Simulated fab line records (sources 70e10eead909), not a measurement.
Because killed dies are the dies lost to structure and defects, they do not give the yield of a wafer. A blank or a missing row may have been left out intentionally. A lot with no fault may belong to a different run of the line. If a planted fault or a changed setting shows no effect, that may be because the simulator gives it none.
Problem report in the 8D (eight disciplines) form, filled by code    flow nand-harc    the parts of the form that need people (team, actions taken, sign-off) are left out

1. WHAT IS WRONG
killed-at-array at NHARC_END_SORT_01 reads a mean of 114 on 6 wafers of 2 lots; wafers without a fault read 29 with a standard deviation of 10. Relative to the usual mean, that is a shift of +8.5 standard deviations.
The first sign was on wafer L562.2 at day 21 04:43, on prober-02. The record holds 6 wafers of 2 lots with a number at this step. The rule behind "out" and "out of limits": a value lying over 4 standard deviations away from the usual mean. All remaining wafers that have a number are taken as sound.

2. WHAT IT IS AND WHAT IT IS NOT
question                     is                            is not
which readings at this step  killed-at-array, killed-dies  killed-at-other, killed-at-periphery, killed-open, killed-short
which lots                   L562, L563                    -
which wafers of those lots   all that have a number        -
read on which gauges         prober-01, prober-02          -
when                         from day 21 04:43             up to then (0 sound wafers)

3. WHAT RULES OUT EACH SUSPECT
Counting: a tool at any process step up to the reading remains a suspect when it ran all the lots that are out and ran no sound lot after the first of those.
- the gauge at NHARC_END_SORT_01: ruled out. 2 gauges (prober-01, prober-02) read the wafers that are out.
- har-cap-etch-01 at NHARC_A_CONTACT_ETCH_127 (etches the open film in C4F8/O2/Ar, time 155 s, target depth 956 nm): kept. It ran every lot that is out, first L562 (day 18 11:02), and no sound lot after that.
- pecvd-01 at NHARC_THIN_TSV_DEP_43 (deposits SiO2, target thk 1328.5 nm): kept. It ran every lot that is out, first L562 (day 20 09:54), and no sound lot after that.
Left after counting: har-cap-etch-01 at NHARC_A_CONTACT_ETCH_127, pecvd-01 at NHARC_THIN_TSV_DEP_43.

4. THE CAUSE (what the simulator had put in)
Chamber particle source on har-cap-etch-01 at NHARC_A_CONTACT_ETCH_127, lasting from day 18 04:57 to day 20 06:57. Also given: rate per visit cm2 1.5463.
Counting left 2 suspects, and this tool is among them.

5. THE CHAIN OF EFFECTS, in route order
Each row: a reading whose mean over the struck wafers that have a number lies more than 3 standard deviations from the usual. Only readings whose record carries a usual standard deviation are examined. hours: median over the lots of the time between each lot's start at the first step of this table that gives one and its start at this step. sigmas: the change, counted in usual standard deviations.
hours  step               reading          usual  on struck wafers  change  sigmas
0      NHARC_END_SORT_01  killed-at-array  29     114               +85     +8.5
0      NHARC_END_SORT_01  killed-dies      33     119               +86     +8.6

6. WHAT WOULD HAVE CAUGHT IT SOONER
72 hours passed between the start of the fault at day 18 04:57 and the first reading out of limits at a measuring or inspecting step in this record, taken at day 21 04:43.
Lots out: 2; all had begun NHARC_A_CONTACT_ETCH_127 on har-cap-etch-01 by day 21 04:43. Tool hold at that time: it would have spared none of them.
